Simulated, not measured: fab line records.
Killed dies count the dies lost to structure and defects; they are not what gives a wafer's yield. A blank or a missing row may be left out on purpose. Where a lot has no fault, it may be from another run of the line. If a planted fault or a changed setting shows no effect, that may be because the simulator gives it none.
Chamber matching	flow n5-finfet	N5_BEOL_M4_ETCH_69 on rie-diel-04: 4 sister chambers
The step etches SiARC in CF4, target depth 15.6 nm, time 26 s. 8 wafers are shown with their chamber, then 10 later ones without.

== WAFERS, EACH WITH ITS CHAMBER ==
wafer	chamber	showerhead-plenum-p-Torr (Torr)	drypump-motor-current-A (A)
L078.3	2	2.03	5.44
L081.2	2	2.03	5.47
L083.5	0	2.12	5.37
L086.2	1	2.17	6.07
L086.3	0	2.12	5.45
L086.4	3	2.26	6.02
L087.1	1	2.16	6.05
L087.2	3	2.26	6.00

== WAFERS WHOSE CHAMBER IS MISSING ==
wafer	showerhead-plenum-p-Torr (Torr)	drypump-motor-current-A (A)
L087.6	2.02	5.46
L091.3	2.16	6.05
L091.4	2.26	6.02
L091.6	2.16	5.99
L092.4	2.26	6.02
L092.5	2.16	6.05
L092.6	2.12	5.45
L090.2	2.16	6.04
L090.3	2.26	6.03
L090.4	2.16	6.04

== EACH ONE'S CHAMBER ==
wafer	from the rows above	in truth
L087.6	2	2
L091.3	1	1
L091.4	3	3
L091.6	1	1
L092.4	3	3
L092.5	1	1
L092.6	0	0
L090.2	1	1
L090.3	3	3
L090.4	1	1
10 of 10 placed correctly. Number that these rows cannot place: 0. Number placed wrongly: 0.
How it was worked out, from the rows above alone: a wafer's distance from a chamber is the root of the sum, over the readings, of the square of ((its reading less the chamber's mean) divided by the reading's scatter). If the next closest chamber is less than 2 further off than the closest, the wafer can't be placed; otherwise it belongs to the closest. For every chamber, the mean is computed from those of its wafers that are shown. How the scatter is found: for the shown wafers, subtract from each reading the mean of its chamber, square and add these, divide the total by (wafers less chambers), then take the root.
